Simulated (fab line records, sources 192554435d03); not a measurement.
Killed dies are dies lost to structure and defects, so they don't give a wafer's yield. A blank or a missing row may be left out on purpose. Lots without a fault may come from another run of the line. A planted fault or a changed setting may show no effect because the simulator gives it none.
fab line records | flow n5_finfet | part 1 of 2: steps 1 to 4 of 6
record lots=22 wafers=66 last_day=17
route steps=1938 shown PMOS_HMC_CHANNEL_EPI@81 FIN_SAQP@99
lots that met no fault: from a run of the same line without faults
start_h: hours from the record's first day to the start of the lot's first wafer shown | wait_h: hours since the lot's step before | " the same as in the row above | L1.1+2: a row that stands for several wafers | - no value, or no start given | * or withheld: withheld | < > ~ a bound
route shown NAME@n: a module of which the file shows steps, and the number in the route of the first | usual: mean/standard deviation of fault-free wafers | same: alike in all rows | chamber/n: place in a boat | sites: the reading at each site | _std_site: their standard deviation | _edge_site: outer sites' mean less inner sites' | radius_mm: how far each site lies from the wafer's centre | mask NAME#n: copy n | behind: the tool/chamber that last shaped the wafer | hold: why the lot was held/for how many hours/how that ended | device: the transistor (n, p or np) that didn't switch | end of line: the same wafers' tests at the end of the route | a step without rows: its recipe alone | killed: dies lost to structure and defects at the first sort, not the wafer's yield | map: a wafer's dies, x killed, . not, _ none there
set.NAME: the setting as run; set.NAME@STEP: as run at that earlier step | model.NAME: the simulator's own value behind a step, which no gauge read
steps of the route over a sample of lots; a table a step, a row a wafer
services: from which hour (start_h, from the record's first day; less than 0 if before it) a tool's chamber was out of use, for how many hours, and why
## steps
# step N5_PMOS_HMC_CHANNEL_EPI_CMP_21
# recipe material=SiGe30 post_cmp_clean=alkaline_brush target_thk_nm=54
# usual motor_current_A=12.7/1.3
# columns lot.wafer tool chamber start_h wait_h motor_current_A
L074.1 cmp-03 0 19.30 0.0 12.3
L074.3 " 3 " " 14.1
L074.5 " 0 " " 11.9
L075.2 cmp-03 0 25.88 0.1 11.7
L075.4 " 1 " " 14.6
L075.6 " 0 " " 12.0
L076.2 cmp-03 0 31.86 0.0 12.3
L076.4 " 3 " " 14.1
L076.6 " 1 " " 13.8
L077.1 cmp-04 2 37.21 0.0 11.3
L077.2 " 3 " " 12.2
L077.6 " 3 " " 11.9
L078.4 cmp-03 3 43.52 0.1 14.2
L078.1 " 0 " " 11.9
L078.6 " 2 " " 13.9
L079.2 cmp-01 1 49.60 0.0 12.0
L079.1 " 3 " " 11.7
L079.3 " 0 " " 14.6
L081.1 cmp-04 3 62.91 0.0 12.1
L081.5 " 3 " " 12.4
L081.6 " 0 " " 12.1
L082.3 cmp-01 3 67.08 0.0 11.3
L082.1 " 0 " " 14.4
L082.5 " 0 " " 14.8
L083.1 cmp-01 3 73.34 0.1 11.3
L083.2 " 1 " " 12.1
L083.5 " 3 " " 10.9
L084.1 cmp-03 1 79.40 0.0 13.3
L084.4 " 2 " " 13.8
L084.3 " 3 " " 15.1
L085.2 cmp-04 0 87.41 0.1 12.8
L085.1 " 1 " " 13.4
L085.6 " 0 " " 12.6
L086.1 cmp-03 3 92.08 0.0 14.2
L086.3 " 2 " " 13.5
L086.5 " 0 " " 12.3
L087.1 cmp-01 0 97.28 0.1 14.5
L087.3 " 1 " " 11.9
L087.2 " 2 " " 10.9
L088.3 cmp-01 0 104.09 0.1 15.4
L088.5 " 1 " " 11.4
L088.6 " 2 " " 10.2
L089.2 cmp-04 3 109.51 0.1 12.2
L089.1 " 0 " " 12.5
L089.5 " 1 " " 12.7
L090.4 cmp-01 2 115.41 0.1 10.6
L090.2 " 3 " " 11.8
L090.6 " 0 " " 15.2
L091.1 cmp-01 2 121.75 0.0 10.9
L091.2 " 0 " " 14.2
L091.6 " 2 " " 10.2
L092.3 cmp-03 2 128.14 0.1 14.1
L092.2 " 3 " " 14.6
L092.1 " 0 " " 11.8
L093.3 cmp-03 1 134.04 0.0 14.4
L093.2 " 2 " " 13.1
L093.1 " 3 " " 13.6
L094.3 cmp-03 2 140.91 0.1 13.8
L094.2 " 3 " " 14.0
L094.5 " 0 " " 12.1
L095.3 cmp-04 2 145.65 0.0 11.5
L095.1 " 0 " " 12.4
L095.6 " 3 " " 12.0
L097.1 cmp-03 1 157.47 0.1 13.8
L097.3 " 2 " " 13.7
L097.6 " 1 " " 14.1
# step N5_FIN_SAQP_PECVD_48
# recipe material=SiNx target_thk_a=250 temp_c=400 precursor=SiH4/NH3/N2 pressure_torr=1.5 rf_w=300 time_s=22.1
# usual heater_power_w=759/70 showerhead_plenum_p_Torr=5.13/0.062 throttle_valve_pct=39.5/1.6
# columns lot.wafer tool chamber start_h wait_h heater_power_w showerhead_plenum_p_Torr throttle_valve_pct
L074.1 pecvd-01 0 21.13 0.0 731 5.23 37.2
L074.3 " 2 " " 683 5.18 40.1
L074.5 " 2 " " 698 5.18 40.4
L075.2 pecvd-01 2 27.45 0.0 785 5.17 40.4
L075.4 " 0 " " 766 5.23 37.1
L075.6 " 1 " " 688 5.04 39.9
L076.2 pecvd-02 1 33.38 0.0 727 5.21 40.3
L076.4 " 1 " " 734 5.21 40.3
L076.6 " 0 " " 733 5.14 43.1
L077.1 pecvd-03 0 38.86 0.0 800 5.08 39.7
L077.2 " 1 " " 774 5.08 38.4
L077.6 " 2 " " 867 5.09 37.8
L078.1 pecvd-03 1 45.20 0.0 731 5.08 38.8
L078.4 " 0 " " 730 5.09 39.4
L078.6 " 2 " " 917 5.09 38.0
L079.1 pecvd-02 0 51.14 0.0 735 5.14 43.3
L079.2 " 2 " " 782 5.16 38.3
L079.3 " 1 " " 807 5.21 40.3
L081.1 pecvd-03 0 64.39 0.0 793 5.09 39.5
L081.5 " 2 " " 894 5.11 38.3
L081.6 " 0 " " 793 5.08 39.7
L082.1 pecvd-03 0 68.74 0.0 743 5.08 39.7
L082.3 " 2 " " 914 5.10 38.1
L082.5 " 2 " " 872 5.10 38.2
L083.1 pecvd-02 2 74.88 0.0 735 5.15 38.3
L083.2 " 0 " " 730 5.14 43.6
L083.5 " 1 " " 855 5.20 40.4
L084.1 pecvd-03 2 80.98 0.0 923 5.08 37.9
L084.3 " 1 " " 710 5.07 38.9
L084.4 " 1 " " 736 5.08 38.6
L085.1 pecvd-02 0 90.05 0.0 686 5.14 43.4
L085.2 " 2 " " 657 5.16 38.4
L085.6 " 1 " " 844 5.22 40.3
L086.1 pecvd-01 1 93.57 0.0 674 5.03 40.3
L086.3 " 0 " " 734 5.23 37.4
L086.5 " 2 " " 814 5.18 40.1
L087.1 pecvd-03 1 100.93 0.0 762 5.08 38.7
L087.2 " 0 " " 826 5.08 39.7
L087.3 " 2 " " 837 5.09 38.2
L088.3 pecvd-03 1 105.45 0.0 785 5.08 38.5
L088.5 " 1 " " 778 5.08 39.0
L088.6 " 0 " " 698 5.08 39.6
L089.1 pecvd-02 1 111.01 0.0 802 5.20 40.3
L089.2 " 0 " " 730 5.14 43.3
L089.5 " 1 " " 811 5.21 40.2
L090.2 pecvd-01 2 117.17 0.0 672 5.18 40.2
L090.4 " 1 " " 677 5.04 40.0
L090.6 " 0 " " 625 5.23 37.4
L091.1 pecvd-02 2 123.38 0.0 756 5.17 38.6
L091.2 " 1 " " 760 5.20 40.4
L091.6 " 0 " " 745 5.15 43.4
L092.1 pecvd-01 0 129.59 0.0 608 5.24 37.3
L092.2 " 1 " " 729 5.04 40.2
L092.3 " 2 " " 797 5.20 40.4
L093.1 pecvd-02 0 135.68 0.0 719 5.15 43.7
L093.2 " 2 " " 727 5.15 38.9
L093.3 " 1 " " 811 5.21 40.2
L094.2 pecvd-03 2 142.37 0.0 877 5.08 38.4
L094.3 " 0 " " 813 5.07 39.4
L094.5 " 0 " " 827 5.07 39.7
L095.1 pecvd-01 2 147.97 0.0 753 5.17 40.3
L095.3 " 1 " " 691 5.03 40.1
L095.6 " 2 " " 755 5.18 40.3
L097.1 pecvd-03 2 159.30 0.0 904 5.10 38.8
L097.3 " 0 " " 743 5.11 39.7
L097.6 " 2 " " 907 5.11 38.9
# step N5_FIN_SAQP_OVL_MEAS_17
# recipe points_per_wafer=44
# usual FIN_CORE_OVL=0.6/0.94
# columns lot.wafer tool chamber start_h wait_h FIN_CORE_OVL[nm]
L074.1 overlay-02 0 21.66 0.0 -0.3
L074.3 " 0 " " -0.2
L074.5 " 0 " " 0.4
L075.2 overlay-01 0 28.10 0.0 1.0
L075.4 " 0 " " 0.7
L075.6 " 0 " " 0.6
L076.2 overlay-02 0 34.04 0.0 -1.5
L076.4 " 0 " " -0.1
L076.6 " 0 " " -0.9
L077.1 overlay-01 0 39.52 0.0 -0.4
L077.2 " 0 " " 1.6
L077.6 " 0 " " -0.3
L078.1 overlay-02 0 46.49 0.0 0.8
L078.4 " 0 " " 1.6
L078.6 " 0 " " 1.1
L079.1 overlay-01 0 51.79 0.0 2.1
L079.2 " 0 " " 1.9
L079.3 " 0 " " 2.0
L081.1 overlay-01 0 64.92 0.0 0.3
L081.5 " 0 " " 1.5
L081.6 " 0 " " 1.3
L082.1 overlay-01 0 69.41 0.1 -0.4
L082.3 " 0 " " 0.4
L082.5 " 0 " " -0.5
L083.1 overlay-01 0 75.41 0.0 2.1
L083.2 " 0 " " 2.4
L083.5 " 0 " " 1.5
L084.1 overlay-02 0 81.64 0.0 -0.4
L084.3 " 0 " " 0.7
L084.4 " 0 " " 1.1
L085.1 overlay-01 0 90.58 0.0 1.5
L085.2 " 0 " " 1.5
L085.6 " 0 " " 2.1
L086.1 overlay-01 0 94.24 0.0 1.0
L086.3 " 0 " " 1.5
L086.5 " 0 " " 0.5
L087.1 overlay-02 0 101.59 0.0 1.6
L087.2 " 0 " " 1.3
L087.3 " 0 " " 1.0
L088.3 overlay-01 0 106.11 0.0 0.5
L088.5 " 0 " " 2.1
L088.6 " 0 " " 0.5
L089.1 overlay-02 0 111.54 0.0 0.5
L089.2 " 0 " " -0.2
L089.5 " 0 " " 0.3
L090.2 overlay-01 0 117.83 0.0 0.3
L090.4 " 0 " " 0.5
L090.6 " 0 " " 1.2
L091.1 overlay-02 0 123.91 0.0 1.3
L091.2 " 0 " " 1.0
L091.6 " 0 " " 1.2
L092.1 overlay-02 0 130.24 0.0 0.2
L092.2 " 0 " " -0.5
L092.3 " 0 " " -0.5
L093.1 overlay-01 0 136.33 0.0 1.0
L093.2 " 0 " " 1.4
L093.3 " 0 " " 0.9
L094.2 overlay-02 0 143.02 0.0 -0.8
L094.3 " 0 " " -0.2
L094.5 " 0 " " -0.5
L095.1 overlay-02 0 148.62 0.0 0.5
L095.3 " 0 " " 0.0
L095.6 " 0 " " 0.4
L097.1 overlay-01 0 159.83 0.0 1.8
L097.3 " 0 " " 0.5
L097.6 " 0 " " 0.1
# step N5_FIN_SAQP_ETCH_51
# recipe chemistry=CF4 target=SiARC target_depth_a=455 mask_material=CAR-ArF time_s=75.8 ion_energy_ev=80 pressure_mtorr=40 source_w=545 bias_w=36 Ar_flow_sccm=100 cf4_flow_sccm=100 ends=cleared
# usual cf4_flow_sccm=100.04/0.3 chamber_pressure_mTorr=40.00/0.036 drypump_motor_current_A=5.7/0.44 etch_rf_on_time_s=76/3 oes_product_au=0.65/0.048 rf_vpp_V=184.5/1.1 showerhead_plenum_p_Torr=2.19/0.062 throttle_valve_pct=15.65/0.21
# columns lot.wafer tool chamber start_h wait_h cf4_flow_sccm chamber_pressure_mTorr drypump_motor_current_A etch_rf_on_time_s oes_product_au rf_hours_counter_h rf_vpp_V showerhead_plenum_p_Torr throttle_valve_pct
L074.1 rie_diel-04 2 21.75 0.0 100.22 40.07 4.8 77 0.61 177 185.6 2.22 15.89
L074.3 " 3 " " 99.85 39.91 5.4 79 0.60 206 184.4 2.12 15.71
L074.5 " 1 " " 100.39 40.03 5.1 74 0.64 - 183.9 2.22 15.90
L075.2 rie_diel-04 2 28.51 0.0 100.56 39.99 4.8 78 0.61 181 184.9 2.21 15.86
L075.4 " 0 " " 100.45 40.00 5.9 74 0.61 229 183.2 2.10 15.63
L075.6 " 2 " " 100.53 40.07 4.8 78 0.61 - 184.6 2.21 15.88
L076.2 rie_diel-06 1 34.23 0.0 99.83 39.99 6.2 81 0.61 174 182.9 2.15 15.65
L076.4 " 0 " " 100.07 39.95 5.7 80 0.69 79 184.0 2.17 15.37
L076.6 " 1 " " 100.02 40.00 6.1 81 0.61 - 183.3 2.15 15.62
L077.1 rie_diel-06 1 39.84 0.0 100.23 39.96 6.1 81 0.61 176 184.1 2.15 15.63
L077.2 " 0 " " 100.27 39.99 5.7 79 0.69 80 184.8 2.17 15.36
L077.6 " 1 " " 100.18 40.00 6.1 81 0.61 - 183.1 2.15 15.62
L078.1 rie_diel-04 2 46.58 0.0 99.55 40.03 4.8 78 0.60 186 184.0 2.21 15.89
L078.4 " 1 " " 100.63 39.98 5.1 76 0.63 177 184.1 2.22 15.91
L078.6 " 2 " " 99.98 40.05 4.8 79 0.60 - 184.3 2.21 15.88
L079.1 rie_diel-06 1 51.89 0.0 99.76 40.01 6.1 80 0.61 180 185.7 2.15 15.64
L079.2 " 0 " " 100.05 40.07 5.7 79 0.68 84 183.2 2.17 15.37
L079.3 " 3 " " 100.24 39.96 5.8 71 0.67 143 183.6 2.16 15.76
L081.1 rie_diel-06 2 65.17 0.0 99.67 39.96 6.1 73 0.67 136 185.4 2.22 15.18
L081.5 " 1 " " 99.82 40.04 6.1 80 0.61 - 183.7 2.14 15.66
L081.6 " 0 " " 100.25 39.97 5.7 79 0.69 - 185.3 2.17 15.38
L082.1 rie_diel-05 2 69.51 0.0 100.05 40.01 6.3 72 0.76 57 185.5 2.28 15.49
L082.3 " 1 " " 99.50 39.99 5.2 76 0.63 209 183.9 2.22 15.88
L082.5 " 3 " " 99.89 39.90 5.6 77 0.60 - 182.8 2.03 15.76
L083.1 rie_diel-05 1 75.50 0.0 99.89 39.97 5.2 75 0.63 211 183.6 2.22 15.87
L083.2 " 0 " " 99.59 40.00 6.1 74 0.66 155 184.7 2.23 15.50
L083.5 " 0 " " 99.46 40.04 6.1 74 0.67 - 184.9 2.23 15.48
L084.1 rie_diel-05 1 81.73 0.0 99.96 39.99 5.2 75 0.62 214 184.7 2.21 15.89
L084.3 " 2 " " 100.04 39.89 6.3 73 0.74 62 184.5 2.28 15.50
L084.4 " 0 " " 100.04 40.03 6.1 74 0.67 158 186.7 2.23 15.51
L085.1 rie_diel-06 3 90.67 0.0 99.63 40.04 5.8 72 0.67 156 183.3 2.15 15.80
L085.2 " 0 " " 99.80 40.02 5.7 79 0.67 96 185.0 2.17 15.39
L085.6 " 3 " " 99.72 40.02 5.8 72 0.67 - 183.6 2.15 15.79
L086.1 rie_diel-06 3 94.84 0.0 100.07 40.05 5.8 72 0.67 158 185.8 2.15 15.79
L086.3 " 0 " " 99.48 40.02 5.7 79 0.66 98 183.5 2.17 15.40
L086.5 " 3 " " 100.17 40.03 5.8 72 0.67 - 184.6 2.15 15.81
L087.1 rie_diel-06 0 102.30 0.0 99.93 39.98 5.7 78 0.67 102 184.3 2.17 15.42
L087.2 " 3 " " 100.05 39.99 5.8 72 0.66 161 184.8 2.15 15.81
L087.3 " 1 " " 100.23 40.01 6.2 82 0.59 197 184.2 2.14 15.68
L088.3 rie_diel-05 1 106.27 0.0 100.27 39.96 5.2 75 0.63 223 185.1 2.21 15.90
L088.5 " 0 " " 99.32 40.00 6.1 72 0.67 - 185.5 2.23 15.51
L088.6 " 1 " " 100.48 39.99 5.2 74 0.63 - 185.0 2.21 15.91
L089.1 rie_diel-05 0 111.63 0.0 100.37 40.02 6.1 75 0.66 168 186.1 2.23 15.52
L089.2 " 2 " " 100.02 40.02 6.3 73 0.72 74 186.2 2.27 15.52
L089.5 " 0 " " 100.42 40.02 6.1 74 0.67 - 186.6 2.23 15.52
L090.2 rie_diel-04 3 117.93 0.0 100.06 40.07 5.4 80 0.58 242 184.1 2.11 15.76
L090.4 " 2 " " 100.06 40.00 4.8 79 0.59 - 185.5 2.20 15.95
L090.6 " 1 " " 100.04 39.99 5.1 76 0.61 - 185.0 2.21 15.97
L091.1 rie_diel-05 0 124.21 0.0 99.69 40.01 6.1 74 0.66 173 186.0 2.23 15.54
L091.2 " 2 " " 100.49 39.95 6.3 72 0.73 79 186.4 2.27 15.53
L091.6 " 3 " " 100.29 40.00 5.6 77 0.58 - 182.9 2.02 15.79
L092.1 rie_diel-05 1 130.34 0.0 99.84 40.01 5.2 77 0.61 232 183.3 2.21 15.91
L092.2 " 3 " " 100.07 40.03 5.6 79 0.57 250 182.2 2.02 15.80
L092.3 " 2 " " 99.78 40.03 6.4 74 0.72 81 185.7 2.27 15.55
L093.1 rie_diel-05 2 136.42 0.0 99.92 40.03 6.3 73 0.72 84 185.4 2.27 15.54
L093.2 " 0 " " 100.33 39.94 6.1 74 0.65 179 184.3 2.23 15.54
L093.3 " 1 " " 100.01 40.02 5.2 76 0.61 235 185.9 2.21 15.93
L094.2 rie_diel-05 1 143.11 0.0 100.13 40.00 5.2 76 0.61 238 184.9 2.21 15.92
L094.3 " 0 " " 99.99 40.03 6.1 75 0.64 181 184.8 2.23 15.55
L094.5 " 1 " " 100.29 40.02 5.2 76 0.61 - 184.3 2.21 15.92
L095.1 rie_diel-06 3 148.71 0.0 99.65 40.00 5.8 73 0.65 180 183.6 2.15 15.85
L095.3 " 2 " " 100.10 39.95 6.1 73 0.66 157 184.7 2.22 15.19
L095.6 " 1 " " 99.85 39.96 6.2 81 0.58 - 184.0 2.13 15.69
L097.1 rie_diel-06 0 159.96 0.0 99.61 40.02 5.7 79 0.65 124 182.6 2.16 15.46
L097.3 " 1 " " 100.07 39.98 6.2 82 0.58 220 184.1 2.13 15.71
L097.6 " 3 " " 99.93 40.00 5.8 73 0.64 - 183.7 2.14 15.87
